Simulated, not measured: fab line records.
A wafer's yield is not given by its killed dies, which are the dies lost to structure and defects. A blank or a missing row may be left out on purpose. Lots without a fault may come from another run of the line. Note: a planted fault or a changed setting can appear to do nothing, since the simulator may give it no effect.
fab line records | flow n5Finfet | part 1 of 2: steps 1 to 17 of 29
record lots=5 | wafers=15 | lastDay=18
route steps=1938 shown DUMMY_GATE@237 SPACER0@258 SD_EPI_N@262
lots that met no fault: taken from a fault-free run of the same line
startH: start of the lot's first displayed wafer, in hours after the record's first day | waitH: how many hours have passed since the lot's step before this one | " identical to the entry in the row above | L1.1+2: one row covering several wafers at once | - no value, or no start given | * or withheld: withheld | < > ~ a bound
route shown NAME@n: names a module that has steps shown in the file, with the first one's number in the route | usual: mean/standard deviation of fault-free wafers | same: alike in all rows | chamber/n: place in a boat | sites: the reading at each site | _std_site: how widely they spread, as a standard deviation | _edge_site: outer sites' mean less inner sites' | radiusMm: how far each site lies from the wafer's centre | mask NAME#n: copy n | behind: tool/chamber where the wafer was last shaped | hold: what put the lot on hold/how long, in hours/how the hold closed | device: the n, p or np transistor that did not switch | end of line: the tests these same wafers got at the end of their route | a step with no rows: only its recipe | killed: at the first sort, the dies lost to defects and structure; wafer yield is something else | map: per-die view of a wafer (x killed, . not killed, _ where there is no die)
set.NAME: setting as actually run; set.NAME@STEP: the setting as run at that earlier step | model.NAME: the simulator's own value behind a step, which no gauge read
lots seen at some steps along the route; tables by step, rows by wafer
services: from which hour (startH, from the record's first day; less than 0 if before it) a tool's chamber was out of use, for how many hours, and why
## steps
# step N5_DUMMY_GATE_ETCH_37
# recipe chemistry=N2/H2 | target=SOC | targetDepthA=600 | overetchA=300 | tempC=40 | ionEnergyEv=200 | pressureMtorr=30 | sourceW=840 | biasW=150 | n2FlowSccm=200 | h2FlowSccm=200
# usual drypumpMotorCurrentA=5.9/0.62 | oesProductAu=0.65/0.06 | rfVppV=523.7/2.2 | showerheadPlenumPTorr=2.54/0.081 | throttleValvePct=17.82/0.24
lot.wafer | tool       | chamber | startH | waitH | drypumpMotorCurrentA | oesProductAu | rfHoursCounterH | rfVppV | showerheadPlenumPTorr | throttleValvePct
L075.2    | rieDiel-06 | 1       | 52.50  | 0.0   | 6.0                  | 0.59         | 167             | 526.2  | 2.65                  | 18.15
L075.4    | "          | 0       | "      | "     | 6.5                  | 0.55         | 235             | 525.4  | 2.61                  | 18.15
L075.5    | "          | 0       | "      | "     | 6.5                  | 0.56         | -               | 527.0  | 2.61                  | 18.15
L077.1    | rieDiel-02 | 1       | 65.65  | 0.0   | 6.4                  | 0.62         | 126             | 527.1  | 2.68                  | 17.55
L077.3    | "          | 2       | "      | "     | 6.5                  | 0.68         | 42              | 522.3  | 2.49                  | 17.60
L077.5    | "          | 3       | "      | "     | 6.8                  | 0.67         | -               | 521.4  | 2.49                  | 18.27
L078.2    | rieDiel-02 | 3       | 71.77  | 0.0   | 6.8                  | 0.66         | 63              | 522.8  | 2.49                  | 18.28
L078.3    | "          | 2       | "      | "     | 6.5                  | 0.68         | 43              | 521.4  | 2.48                  | 17.61
L078.5    | "          | 0       | "      | "     | 5.4                  | 0.74         | -               | 525.0  | 2.60                  | 17.62
L095.2    | rieDiel-02 | 1       | 171.51 | 0.0   | 6.4                  | 0.59         | 159             | 526.4  | 2.66                  | 17.62
L095.5    | "          | 0       | "      | "     | 5.4                  | 0.69         | -               | 523.8  | 2.59                  | 17.68
L095.6    | "          | 1       | "      | "     | 6.4                  | 0.59         | -               | 527.8  | 2.66                  | 17.62
L096.2    | rieDiel-02 | 1       | 183.52 | 0.0   | 6.4                  | 0.59         | 162             | 526.9  | 2.66                  | 17.63
L096.5    | "          | 3       | "      | "     | 6.8                  | 0.64         | -               | 521.3  | 2.48                  | 18.32
L096.6    | "          | 0       | "      | "     | 5.4                  | 0.69         | -               | 524.2  | 2.59                  | 17.69
# step N5_DUMMY_GATE_STRIP_38
# recipe chemistry=N2/H2 | tempC=40 | n2FlowSccm=200 | h2FlowSccm=200 | rfFrequencyHz=6e+07
lot.wafer  | tool       | chamber | startH | waitH
L075.2+4+5 | rieDiel-06 | 1,0,0   | 52.54  | 0.0
L077.1+3+5 | rieDiel-02 | 1,2,3   | 65.69  | 0.0
L078.2+3+5 | rieDiel-02 | 3,2,0   | 71.81  | 0.0
L095.2+5+6 | rieDiel-02 | 1,0,1   | 171.55 | 0.0
L096.2+5+6 | rieDiel-02 | 1,3,0   | 183.56 | 0.0
# step N5_DUMMY_GATE_STRIP_39
# recipe chemistry=N2/H2 | tempC=40 | n2FlowSccm=200 | h2FlowSccm=200 | rfFrequencyHz=6e+07
lot.wafer  | tool       | chamber | startH | waitH
L075.2+4+5 | rieDiel-06 | 1,0,0   | 52.55  | 0.0
L077.1+3+5 | rieDiel-02 | 1,2,3   | 65.70  | 0.0
L078.2+3+5 | rieDiel-02 | 3,2,0   | 71.82  | 0.0
L095.2+5+6 | rieDiel-02 | 1,0,1   | 171.56 | 0.0
L096.2+5+6 | rieDiel-02 | 1,3,0   | 183.57 | 0.0
# step N5_DUMMY_GATE_TRIM_49
# recipe chemistry=O2 | resist=SOC | timeS=29 | targetCdNm=14 | sourcePowerW=300 | biasPowerW=0 | O2_flow_sccm=100 | tempC=20
# usual drypumpMotorCurrentA=6.0/0.4 | oesProductAu=0.993/0.015 | throttleValvePct=8.19/0.18
lot.wafer | tool     | chamber | startH | waitH | drypumpMotorCurrentA | oesProductAu | rfHoursCounterH | throttleValvePct
L075.2    | rieSi-06 | 3       | 52.58  | 0.0   | 6.3                  | 0.978        | 76              | 8.22
L075.4    | "        | 2       | "      | "     | 5.8                  | 1.011        | 88              | 8.12
L075.5    | "        | 0       | "      | "     | 6.2                  | 1.003        | -               | 8.23
L077.1    | rieSi-05 | 3       | 65.73  | 0.0   | 5.6                  | 1.009        | 182             | 8.37
L077.3    | "        | 1       | "      | "     | 6.6                  | 0.976        | 175             | 8.54
L077.5    | "        | 2       | "      | "     | 6.1                  | 1.019        | -               | 8.12
L078.2    | rieSi-05 | 1       | 71.85  | 0.0   | 6.7                  | 0.975        | 175             | 8.54
L078.3    | "        | 3       | "      | "     | 5.6                  | 0.988        | 182             | 8.37
L078.5    | "        | 3       | "      | "     | 5.6                  | 1.009        | -               | 8.39
L095.2    | rieSi-06 | 1       | 171.59 | 0.0   | 5.7                  | 0.987        | 39              | 8.12
L095.5    | "        | 2       | "      | "     | 5.8                  | 1.004        | -               | 8.12
L095.6    | "        | 1       | "      | "     | 5.7                  | 0.989        | -               | 8.12
L096.2    | rieSi-05 | 0       | 183.60 | 0.0   | 6.1                  | 0.990        | 107             | 7.98
L096.5    | "        | 3       | "      | "     | 5.6                  | 0.989        | -               | 8.38
L096.6    | "        | 0       | "      | "     | 6.1                  | 0.984        | -               | 7.96
# step N5_DUMMY_GATE_STRIP_40
# recipe chemistry=CF4 | resist=SiARC | powerW=300 | biasPowerW=75 | pressureMtorr=50 | cf4FlowSccm=150 | rfFrequencyHz=6e+07
# usual drypumpMotorCurrentA=5.8/0.61 | oesProductAu=0.82/0.075 | rfVppV=271.0/1.4 | showerheadPlenumPTorr=1.78/0.051 | throttleValvePct=13.51/0.2
lot.wafer | tool       | chamber | startH | waitH | drypumpMotorCurrentA | oesProductAu | rfHoursCounterH | rfVppV | showerheadPlenumPTorr | throttleValvePct
L075.2    | rieDiel-02 | 1       | 52.68  | 0.1   | 6.4                  | 0.77         | 122             | 272.5  | 1.87                  | 13.31
L075.4    | "          | 2       | "      | "     | 6.5                  | 0.86         | 39              | 269.3  | 1.75                  | 13.24
L075.5    | "          | 2       | "      | "     | 6.5                  | 0.85         | -               | 271.7  | 1.75                  | 13.25
L077.1    | rieDiel-04 | 1       | 66.12  | 0.4   | 5.1                  | 0.95         | 4               | 271.2  | 1.82                  | 13.44
L077.3    | "          | 1       | "      | "     | 5.1                  | 0.93         | -               | 271.8  | 1.82                  | 13.44
L077.5    | "          | 2       | "      | "     | 5.2                  | 0.73         | -               | 269.1  | 1.72                  | 13.62
L078.2    | rieDiel-06 | 0       | 71.95  | 0.1   | 6.4                  | 0.70         | 239             | 272.2  | 1.84                  | 13.83
L078.3    | "          | 1       | "      | "     | 6.0                  | 0.73         | 170             | 271.7  | 1.87                  | 13.89
L078.5    | "          | 1       | "      | "     | 6.0                  | 0.72         | -               | 274.3  | 1.87                  | 13.89
L095.2    | rieDiel-04 | 1       | 171.84 | 0.2   | 5.1                  | 0.87         | 36              | 272.6  | 1.81                  | 13.52
L095.5    | "          | 1       | "      | "     | 5.1                  | 0.86         | -               | 273.1  | 1.81                  | 13.50
L095.6    | "          | 2       | "      | "     | 5.2                  | 0.71         | -               | 270.1  | 1.71                  | 13.71
L096.2    | rieDiel-02 | 1       | 183.70 | 0.1   | 6.4                  | 0.74         | 162             | 270.1  | 1.86                  | 13.40
L096.5    | "          | 1       | "      | "     | 6.4                  | 0.74         | -               | 272.4  | 1.86                  | 13.40
L096.6    | "          | 0       | "      | "     | 5.3                  | 0.87         | -               | 270.5  | 1.81                  | 13.31
# step N5_DUMMY_GATE_CD_MEAS_50
# recipe targetCdNm=14
# usual cdNm=14.1/0.4
lot.wafer | tool     | chamber | startH | waitH | cdNm
L075.2    | cdSem-03 | -       | 52.73  | 0.0   | 14.0
L075.4    | "        | -       | "      | "     | 14.2
L075.5    | "        | -       | "      | "     | 13.5
L077.1    | cdSem-03 | -       | 66.18  | 0.0   | 14.4
L077.3    | "        | -       | "      | "     | 14.4
L077.5    | "        | -       | "      | "     | 14.8
L078.2    | cdSem-02 | -       | 72.00  | 0.0   | 13.8
L078.3    | "        | -       | "      | "     | 14.3
L078.5    | "        | -       | "      | "     | 14.2
L095.2    | cdSem-03 | -       | 171.90 | 0.0   | 13.8
L095.5    | "        | -       | "      | "     | 14.6
L095.6    | "        | -       | "      | "     | 14.0
L096.2    | cdSem-01 | -       | 183.75 | 0.0   | 14.0
L096.5    | "        | -       | "      | "     | 14.5
L096.6    | "        | -       | "      | "     | 14.5
# step N5_DUMMY_GATE_ETCH_31
# recipe chemistry=C4F6/O2 | target=SiO2 | maskMaterial=SOC | targetDepthA=825 | timeS=27.5 | ionEnergyEv=250 | pressureMtorr=30 | sourceW=345 | biasW=185 | Ar_flow_sccm=300 | C4F6_flow_sccm=10 | O2_flow_sccm=10
# usual drypumpMotorCurrentA=5.8/0.57 | oesProductAu=0.82/0.09 | rfVppV=664/13 | showerheadPlenumPTorr=2.83/0.079 | throttleValvePct=21.14/0.21
lot.wafer | tool       | chamber | startH | waitH | drypumpMotorCurrentA | oesProductAu | rfHoursCounterH | rfVppV | showerheadPlenumPTorr | throttleValvePct
L075.2    | rieDiel-02 | 3       | 52.78  | 0.0   | 6.8                  | 0.85         | 58              | 677    | 2.78                  | 21.51
L075.4    | "          | 2       | "      | "     | 6.5                  | 0.85         | 39              | 646    | 2.80                  | 21.03
L075.5    | "          | 3       | "      | "     | 6.8                  | 0.85         | -               | 677    | 2.78                  | 21.51
L077.1    | rieDiel-06 | 2       | 66.24  | 0.1   | 5.7                  | 0.80         | 104             | 640    | 2.73                  | 21.14
L077.3    | "          | 0       | "      | "     | 6.5                  | 0.71         | 237             | 662    | 2.91                  | 21.36
L077.5    | "          | 2       | "      | "     | 5.7                  | 0.81         | -               | 640    | 2.73                  | 21.15
L078.2    | rieDiel-02 | 3       | 72.06  | 0.1   | 6.8                  | 0.85         | 64              | 675    | 2.78                  | 21.51
L078.3    | "          | 0       | "      | "     | 5.4                  | 0.94         | 19              | 676    | 2.87                  | 20.77
L078.5    | "          | 1       | "      | "     | 6.4                  | 0.79         | -               | 676    | 2.95                  | 20.73
L095.2    | rieDiel-06 | 3       | 171.94 | 0.0   | 5.0                  | 0.74         | 151             | 681    | 2.86                  | 21.29
L095.5    | "          | 1       | "      | "     | 6.0                  | 0.70         | -               | 664    | 2.93                  | 21.39
L095.6    | "          | 0       | "      | "     | 6.4                  | 0.93         | -               | 661    | 2.90                  | 21.00
L096.2    | rieDiel-06 | 3       | 183.80 | 0.0   | 5.0                  | 0.73         | 155             | 683    | 2.86                  | 21.29
L096.5    | "          | 2       | "      | "     | 5.7                  | 0.77         | -               | 641    | 2.72                  | 21.20
L096.6    | "          | 1       | "      | "     | 6.0                  | 0.70         | -               | 663    | 2.92                  | 21.40
# step N5_DUMMY_GATE_STRIP_41
# recipe chemistry=O2 | powerW=400 | tempC=40 | pressureMtorr=30 | rfFrequencyHz=6e+07 | biasPowerW=0 | overashFraction=0.3 | o2FlowSccm=225
# usual drypumpMotorCurrentA=5.8/0.58 | oesProductAu=0.82/0.088 | rfVppV=3.7/0.48 | showerheadPlenumPTorr=2.09/0.064 | throttleValvePct=16.67/0.2
# same overashFraction=0.3
lot.wafer | tool       | chamber | startH | waitH | drypumpMotorCurrentA | oesProductAu | rfHoursCounterH | rfVppV | showerheadPlenumPTorr | throttleValvePct
L075.2    | rieDiel-02 | 3       | 52.82  | 0.0   | 6.8                  | 0.85         | 58              | 3.8    | 2.05                  | 16.95
L075.4    | "          | 2       | "      | "     | 6.5                  | 0.86         | 39              | 3.8    | 2.06                  | 16.45
L075.5    | "          | 3       | "      | "     | 6.8                  | 0.85         | -               | 3.7    | 2.05                  | 16.96
L077.1    | rieDiel-06 | 2       | 66.29  | 0.0   | 5.7                  | 0.80         | 104             | 3.4    | 2.01                  | 16.70
L077.3    | "          | 0       | "      | "     | 6.5                  | 0.70         | 237             | 3.5    | 2.16                  | 16.97
L077.5    | "          | 2       | "      | "     | 5.7                  | 0.80         | -               | 4.0    | 2.01                  | 16.68
L078.2    | rieDiel-02 | 3       | 72.11  | 0.0   | 6.8                  | 0.84         | 64              | 3.1    | 2.05                  | 16.96
L078.3    | "          | 0       | "      | "     | 5.4                  | 0.92         | 19              | 4.3    | 2.14                  | 16.39
L078.5    | "          | 1       | "      | "     | 6.4                  | 0.76         | -               | 4.2    | 2.19                  | 16.31
L095.2    | rieDiel-06 | 3       | 171.99 | 0.0   | 4.9                  | 0.74         | 151             | 3.4    | 2.09                  | 16.73
L095.5    | "          | 1       | "      | "     | 6.0                  | 0.69         | -               | 3.7    | 2.17                  | 16.99
L095.6    | "          | 0       | "      | "     | 6.5                  | 0.93         | -               | 3.7    | 2.15                  | 16.49
L096.2    | rieDiel-06 | 3       | 183.84 | 0.0   | 4.9                  | 0.73         | 155             | 2.9    | 2.09                  | 16.72
L096.5    | "          | 2       | "      | "     | 5.7                  | 0.76         | -               | 3.9    | 2.00                  | 16.73
L096.6    | "          | 1       | "      | "     | 6.0                  | 0.70         | -               | 4.9    | 2.17                  | 17.01
# step N5_DUMMY_GATE_HM_OPEN_21
# recipe chemistry=CH3F/O2 | target=SiNx | targetDepthA=1200 | Ar_flow_sccm=150 | CH3F_flow_sccm=30 | O2_flow_sccm=23 | timeS=171.4 | pressureMtorr=30 | sourceW=395 | biasW=73 | ionEnergyEv=120.7
# usual drypumpMotorCurrentA=5.8/0.58 | oesProductAu=0.82/0.09 | rfVppV=299/5.7 | showerheadPlenumPTorr=2.01/0.059 | throttleValvePct=16.44/0.2
lot.wafer | tool       | chamber | startH | waitH | drypumpMotorCurrentA | oesProductAu | rfHoursCounterH | rfVppV | showerheadPlenumPTorr | throttleValvePct
L075.2    | rieDiel-02 | 3       | 52.86  | 0.0   | 6.8                  | 0.85         | 58              | 305    | 1.97                  | 16.71
L075.4    | "          | 2       | "      | "     | 6.5                  | 0.84         | 39              | 290    | 1.98                  | 16.26
L075.5    | "          | 3       | "      | "     | 6.8                  | 0.85         | -               | 304    | 1.97                  | 16.71
L077.1    | rieDiel-06 | 2       | 66.33  | 0.0   | 5.7                  | 0.81         | 104             | 290    | 1.94                  | 16.49
L077.3    | "          | 0       | "      | "     | 6.5                  | 0.70         | 237             | 298    | 2.07                  | 16.70
L077.5    | "          | 2       | "      | "     | 5.7                  | 0.80         | -               | 288    | 1.94                  | 16.49
L078.2    | rieDiel-02 | 3       | 72.15  | 0.0   | 6.8                  | 0.84         | 64              | 304    | 1.97                  | 16.72
L078.3    | "          | 0       | "      | "     | 5.4                  | 0.93         | 19              | 305    | 2.05                  | 16.10
L078.5    | "          | 1       | "      | "     | 6.4                  | 0.78         | -               | 305    | 2.10                  | 16.09
L095.2    | rieDiel-06 | 3       | 172.03 | 0.0   | 4.9                  | 0.73         | 151             | 306    | 2.03                  | 16.59
L095.5    | "          | 1       | "      | "     | 6.0                  | 0.70         | -               | 297    | 2.08                  | 16.76
L095.6    | "          | 0       | "      | "     | 6.5                  | 0.93         | -               | 299    | 2.06                  | 16.23
L096.2    | rieDiel-06 | 3       | 183.88 | 0.0   | 4.9                  | 0.73         | 155             | 305    | 2.03                  | 16.60
L096.5    | "          | 2       | "      | "     | 5.7                  | 0.77         | -               | 289    | 1.93                  | 16.52
L096.6    | "          | 1       | "      | "     | 6.0                  | 0.70         | -               | 298    | 2.08                  | 16.74
# step N5_DUMMY_GATE_ETCH_32
# recipe chemistry=CF4 | target=SiO2 | targetDepthA=35 | timeS=3.9 | ionEnergyEv=350 | pressureMtorr=10 | icpW=800 | biasW=400 | cf4FlowSccm=80
# usual drypumpMotorCurrentA=6.0/0.4 | oesProductAu=0.988/0.014 | throttleValvePct=21.73/0.27
lot.wafer | tool     | chamber | startH | waitH | drypumpMotorCurrentA | oesProductAu | rfHoursCounterH | throttleValvePct
L075.2    | rieSi-05 | 1       | 53.02  | 0.1   | 6.6                  | 0.980        | 175             | 22.13
L075.4    | "        | 2       | "      | "     | 6.2                  | 1.000        | 22              | 21.43
L075.5    | "        | 0       | "      | "     | 6.1                  | 0.967        | -               | 21.40
L077.1    | rieSi-06 | 3       | 66.49  | 0.1   | 6.2                  | 0.987        | 76              | 21.88
L077.3    | "        | 2       | "      | "     | 5.8                  | 0.978        | 88              | 21.74
L077.5    | "        | 2       | "      | "     | 5.8                  | 0.991        | -               | 21.75
L078.2    | rieSi-03 | 2       | 72.31  | 0.1   | 5.7                  | 0.968        | 4               | 21.46
L078.3    | "        | 0       | "      | "     | 6.1                  | 0.974        | 181             | 21.85
L078.5    | "        | 3       | "      | "     | 5.0                  | 0.996        | -               | 21.37
L095.2    | rieSi-05 | 3       | 172.19 | 0.1   | 5.6                  | 1.011        | 184             | 22.00
L095.5    | "        | 0       | "      | "     | 6.1                  | 0.967        | -               | 21.40
L095.6    | "        | 3       | "      | "     | 5.6                  | 1.001        | -               | 22.00
L096.2    | rieSi-03 | 0       | 184.04 | 0.1   | 6.1                  | 0.970        | 183             | 21.84
L096.5    | "        | 0       | "      | "     | 6.1                  | 0.966        | -               | 21.84
L096.6    | "        | 3       | "      | "     | 5.0                  | 0.995        | -               | 21.38
# step N5_DUMMY_GATE_ETCH_23
# recipe chemistry=HBr/Cl2/O2 | HBr_flow_sccm=150 | Cl2_flow_sccm=80 | O2_flow_sccm=12 | biasW=102 | targetDepthA=410 | timeS=22.3 | target=poly-Si | maskMaterial=SiO2 | pressureMtorr=10 | icpW=800
# usual drypumpMotorCurrentA=6.0/0.4 | oesProductAu=0.991/0.014 | throttleValvePct=37.09/0.29
lot.wafer | tool     | chamber | startH | waitH | drypumpMotorCurrentA | oesProductAu | rfHoursCounterH | throttleValvePct
L075.2    | rieSi-05 | 1       | 53.06  | 0.0   | 6.7                  | 0.977        | 175             | 37.42
L075.4    | "        | 2       | "      | "     | 6.2                  | 1.018        | 22              | 36.75
L075.5    | "        | 0       | "      | "     | 6.1                  | 0.972        | -               | 36.74
L077.1    | rieSi-06 | 3       | 66.52  | 0.0   | 6.3                  | 0.987        | 76              | 37.07
L077.3    | "        | 2       | "      | "     | 5.8                  | 0.994        | 88              | 37.16
L077.5    | "        | 2       | "      | "     | 5.8                  | 0.981        | -               | 37.17
L078.2    | rieSi-03 | 2       | 72.34  | 0.0   | 5.7                  | 0.968        | 4               | 36.63
L078.3    | "        | 0       | "      | "     | 6.1                  | 0.973        | 181             | 36.70
L078.5    | "        | 3       | "      | "     | 4.9                  | 0.991        | -               | 37.00
L095.2    | rieSi-05 | 3       | 172.22 | 0.0   | 5.7                  | 1.012        | 184             | 37.44
L095.5    | "        | 0       | "      | "     | 6.1                  | 0.985        | -               | 36.73
L095.6    | "        | 3       | "      | "     | 5.7                  | 1.012        | -               | 37.46
L096.2    | rieSi-03 | 0       | 184.07 | 0.0   | 6.1                  | 0.961        | 183             | 36.71
L096.5    | "        | 0       | "      | "     | 6.1                  | 0.969        | -               | 36.68
L096.6    | "        | 3       | "      | "     | 4.9                  | 1.008        | -               | 36.99
# step N5_DUMMY_GATE_ETCH_44
# recipe chemistry=HBr/O2 | overEtchFrac=0.7 | targetDepthA=1275 | stopOn=SiO2 | ionEnergyEv=60 | biasW=20 | target=poly-Si | maskMaterial=SiO2 | pressureMtorr=20 | icpW=400 | HBr_flow_sccm=120 | O2_flow_sccm=10
# usual drypumpMotorCurrentA=6.0/0.4 | oesProductAu=0.724/0.011 | throttleValvePct=18.48/0.19
lot.wafer | tool     | chamber | startH | waitH | drypumpMotorCurrentA | oesProductAu | rfHoursCounterH | throttleValvePct
L075.2    | rieSi-05 | 1       | 53.11  | 0.0   | 6.7                  | 0.708        | 175             | 18.82
L075.4    | "        | 2       | "      | "     | 6.1                  | 0.747        | 22              | 18.38
L075.5    | "        | 0       | "      | "     | 6.1                  | 0.725        | -               | 18.18
L077.1    | rieSi-06 | 3       | 66.58  | 0.0   | 6.3                  | 0.721        | 76              | 18.63
L077.3    | "        | 2       | "      | "     | 5.8                  | 0.731        | 88              | 18.45
L077.5    | "        | 2       | "      | "     | 5.8                  | 0.729        | -               | 18.45
L078.2    | rieSi-03 | 2       | 72.40  | 0.0   | 5.7                  | 0.712        | 4               | 18.09
L078.3    | "        | 0       | "      | "     | 6.1                  | 0.707        | 181             | 18.41
L078.5    | "        | 3       | "      | "     | 5.0                  | 0.730        | -               | 18.35
L095.2    | rieSi-05 | 3       | 172.28 | 0.0   | 5.7                  | 0.737        | 184             | 18.65
L095.5    | "        | 0       | "      | "     | 6.1                  | 0.730        | -               | 18.20
L095.6    | "        | 3       | "      | "     | 5.7                  | 0.724        | -               | 18.64
L096.2    | rieSi-03 | 0       | 184.13 | 0.0   | 6.1                  | 0.714        | 183             | 18.41
L096.5    | "        | 0       | "      | "     | 6.1                  | 0.720        | -               | 18.43
L096.6    | "        | 3       | "      | "     | 4.9                  | 0.720        | -               | 18.34
# step N5_DUMMY_GATE_CD_MEAS_24
# recipe targetCdNm=15
# usual cdNm=15.2/0.4
lot.wafer | tool     | chamber | startH | waitH | cdNm
L075.2    | cdSem-02 | -       | 53.23  | 0.1   | 14.8
L075.4    | "        | -       | "      | "     | 15.2
L075.5    | "        | -       | "      | "     | 15.2
L077.1    | cdSem-02 | -       | 66.69  | 0.1   | 15.2
L077.3    | "        | -       | "      | "     | 15.0
L077.5    | "        | -       | "      | "     | 15.4
L078.2    | cdSem-02 | -       | 72.51  | 0.1   | 14.6
L078.3    | "        | -       | "      | "     | 14.7
L078.5    | "        | -       | "      | "     | 15.3
L095.2    | cdSem-02 | -       | 172.39 | 0.1   | 14.8
L095.5    | "        | -       | "      | "     | 15.8
L095.6    | "        | -       | "      | "     | 15.4
L096.2    | cdSem-03 | -       | 184.24 | 0.1   | 15.3
L096.5    | "        | -       | "      | "     | 15.3
L096.6    | "        | -       | "      | "     | 15.7
# step N5_DUMMY_GATE_ETCH_42
# recipe chemistry=CHF3/O2 | target=SiO2 | targetDepthA=35 | timeS=31 | ionEnergyEv=30 | biasW=12 | pressureMtorr=30 | sourceW=600 | Ar_flow_sccm=200 | CHF3_flow_sccm=50 | O2_flow_sccm=5
# usual drypumpMotorCurrentA=5.7/0.57 | oesProductAu=0.82/0.089 | rfVppV=42.4/1.1 | showerheadPlenumPTorr=2.39/0.065 | throttleValvePct=18.77/0.18
lot.wafer | tool       | chamber | startH | waitH | drypumpMotorCurrentA | oesProductAu | rfHoursCounterH | rfVppV | showerheadPlenumPTorr | throttleValvePct
L075.2    | rieDiel-06 | 3       | 53.27  | 0.0   | 4.9                  | 0.78         | 117             | 44.6   | 2.43                  | 18.83
L075.4    | "          | 1       | "      | "     | 6.0                  | 0.73         | 167             | 41.9   | 2.49                  | 19.01
L075.5    | "          | 3       | "      | "     | 4.9                  | 0.77         | -               | 42.2   | 2.43                  | 18.84
L077.1    | rieDiel-06 | 3       | 66.83  | 0.1   | 4.9                  | 0.76         | 119             | 44.2   | 2.43                  | 18.83
L077.3    | "          | 1       | "      | "     | 6.0                  | 0.73         | 169             | 41.2   | 2.49                  | 19.01
L077.5    | "          | 0       | "      | "     | 6.5                  | 0.71         | -               | 43.8   | 2.46                  | 18.98
L078.2    | rieDiel-06 | 0       | 72.60  | 0.1   | 6.5                  | 0.71         | 239             | 42.4   | 2.46                  | 18.99
L078.3    | "          | 1       | "      | "     | 6.0                  | 0.73         | 171             | 41.8   | 2.49                  | 19.01
L078.5    | "          | 0       | "      | "     | 6.5                  | 0.70         | -               | 42.3   | 2.46                  | 19.00
L095.2    | rieDiel-04 | 0       | 172.44 | 0.0   | 6.0                  | 0.93         | 28              | 41.9   | 2.37                  | 18.67
L095.5    | "          | 2       | "      | "     | 5.2                  | 0.69         | -               | 41.3   | 2.29                  | 18.80
L095.6    | "          | 1       | "      | "     | 5.1                  | 0.88         | -               | 44.3   | 2.44                  | 18.76
L096.2    | rieDiel-04 | 3       | 184.29 | 0.0   | 5.6                  | 0.79         | 125             | 42.2   | 2.32                  | 18.86
L096.5    | "          | 2       | "      | "     | 5.2                  | 0.70         | -               | 41.5   | 2.29                  | 18.83
L096.6    | "          | 1       | "      | "     | 5.1                  | 0.88         | -               | 40.8   | 2.43                  | 18.78
# step N5_DUMMY_GATE_STRIP_48
# recipe chemistry=N2/H2 | timeS=20 | powerW=100 | tempC=40 | pressureMtorr=100 | rfFrequencyHz=6e+07 | biasPowerW=3 | n2FlowSccm=300 | h2FlowSccm=300
# usual drypumpMotorCurrentA=5.7/0.57 | oesProductAu=0.81/0.085 | rfVppV=45.2/0.84 | showerheadPlenumPTorr=3.36/0.1 | throttleValvePct=12.20/0.22
lot.wafer | tool       | chamber | startH | waitH | drypumpMotorCurrentA | oesProductAu | rfHoursCounterH | rfVppV | showerheadPlenumPTorr | throttleValvePct
L075.2    | rieDiel-06 | 3       | 53.32  | 0.0   | 5.0                  | 0.78         | 117             | 43.8   | 3.40                  | 12.21
L075.4    | "          | 1       | "      | "     | 6.0                  | 0.74         | 167             | 44.3   | 3.51                  | 12.53
L075.5    | "          | 3       | "      | "     | 4.9                  | 0.78         | -               | 45.9   | 3.40                  | 12.22
L077.1    | rieDiel-06 | 3       | 66.88  | 0.0   | 4.9                  | 0.77         | 119             | 44.0   | 3.40                  | 12.21
L077.3    | "          | 1       | "      | "     | 6.0                  | 0.73         | 169             | 46.4   | 3.51                  | 12.55
L077.5    | "          | 0       | "      | "     | 6.5                  | 0.71         | -               | 46.1   | 3.47                  | 12.60
L078.2    | rieDiel-06 | 0       | 72.65  | 0.0   | 6.5                  | 0.71         | 239             | 45.4   | 3.46                  | 12.59
L078.3    | "          | 1       | "      | "     | 6.0                  | 0.73         | 171             | 44.5   | 3.51                  | 12.56
L078.5    | "          | 0       | "      | "     | 6.5                  | 0.71         | -               | 44.6   | 3.47                  | 12.60
L095.2    | rieDiel-04 | 0       | 172.48 | 0.0   | 6.0                  | 0.92         | 28              | 45.8   | 3.30                  | 12.00
L095.5    | "          | 2       | "      | "     | 5.2                  | 0.70         | -               | 44.4   | 3.21                  | 12.23
L095.6    | "          | 1       | "      | "     | 5.2                  | 0.87         | -               | 44.2   | 3.42                  | 12.16
L096.2    | rieDiel-04 | 3       | 184.34 | 0.0   | 5.6                  | 0.79         | 125             | 44.2   | 3.24                  | 12.31
L096.5    | "          | 2       | "      | "     | 5.2                  | 0.70         | -               | 43.7   | 3.20                  | 12.22
L096.6    | "          | 1       | "      | "     | 5.1                  | 0.88         | -               | 44.2   | 3.42                  | 12.17
# step N5_DUMMY_GATE_PRECLEAN_33
# recipe chemistry=dHF | timeS=10 | dilution=750:1 | tempC=25
lot.wafer  | tool        | chamber | startH | waitH
L075.2+4+5 | wetBench-04 | 3,1,2   | 53.40  | 0.1
L077.1+3+5 | wetBench-06 | 7,2,1   | 66.97  | 0.1
L078.2+3+5 | wetBench-04 | 6,3,5   | 72.73  | 0.1
L095.2+5+6 | wetBench-04 | 5,0,7   | 172.57 | 0.1
L096.2+5+6 | wetBench-04 | 1,2,3   | 184.42 | 0.1
# step N5_DUMMY_GATE_PRECLEAN_25
# recipe chemistry=O3/DIW | timeS=45 | tempC=22 | o3Ppm=10
lot.wafer  | tool        | chamber | startH | waitH
L075.2+4+5 | wetBench-04 | 3,1,2   | 53.41  | 0.0
L077.1+3+5 | wetBench-06 | 7,2,1   | 66.98  | 0.0
L078.2+3+5 | wetBench-04 | 6,3,5   | 72.74  | 0.0
L095.2+5+6 | wetBench-04 | 5,0,7   | 172.57 | 0.0
L096.2+5+6 | wetBench-04 | 1,2,3   | 184.43 | 0.0
